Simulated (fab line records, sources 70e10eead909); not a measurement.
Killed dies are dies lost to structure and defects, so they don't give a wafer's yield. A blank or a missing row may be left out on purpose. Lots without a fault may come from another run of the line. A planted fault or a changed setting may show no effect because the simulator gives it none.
Chamber matching | flow nand_harc | NHARC_P_ZERO_WELL_DESCUM_39 on rie_diel-09: 4 sister chambers
The step chemistry O2, time 3 s. 4 wafers are shown with their chamber, then 8 later ones without.

WAFERS WITH THEIR CHAMBER
wafer  | chamber | showerhead_plenum_p_Torr (Torr)
L088.5 | 3       | 1.98
L089.2 | 2       | 1.88
L089.5 | 1       | 2.01
L092.1 | 0       | 1.90

WAFERS WITHOUT THEIR CHAMBER
wafer  | showerhead_plenum_p_Torr (Torr)
L092.4 | 1.98
L092.6 | 1.98
L094.1 | 1.98
L094.3 | 1.90
L094.6 | 1.90
L095.3 | 1.87
L095.4 | 1.90
L095.5 | 1.98

WHICH CHAMBER EACH WENT THROUGH
wafer  | from the rows above | in truth
L092.4 | 3                   | 3
L092.6 | 3                   | 3
L094.1 | 3                   | 3
L094.3 | 0                   | 0
L094.6 | 0                   | 0
L095.3 | 2                   | 2
L095.4 | 0                   | 0
L095.5 | 3                   | 3
Placed correctly: 8 of 8. Can't be placed from these rows: 0. Placed wrongly: 0.
How it was worked out, from the rows above alone: a wafer's distance from a chamber is the root of the sum, over the readings, of the square of ((its reading less the chamber's mean) divided by the reading's scatter). The wafer belongs to the nearest chamber; if the next one is less than 2 further off, it can't be placed. A chamber's mean is the mean of its shown wafers. The scatter: with one shown wafer a chamber, the root of the mean of the squares of how far each hidden wafer lies from its nearest shown one.
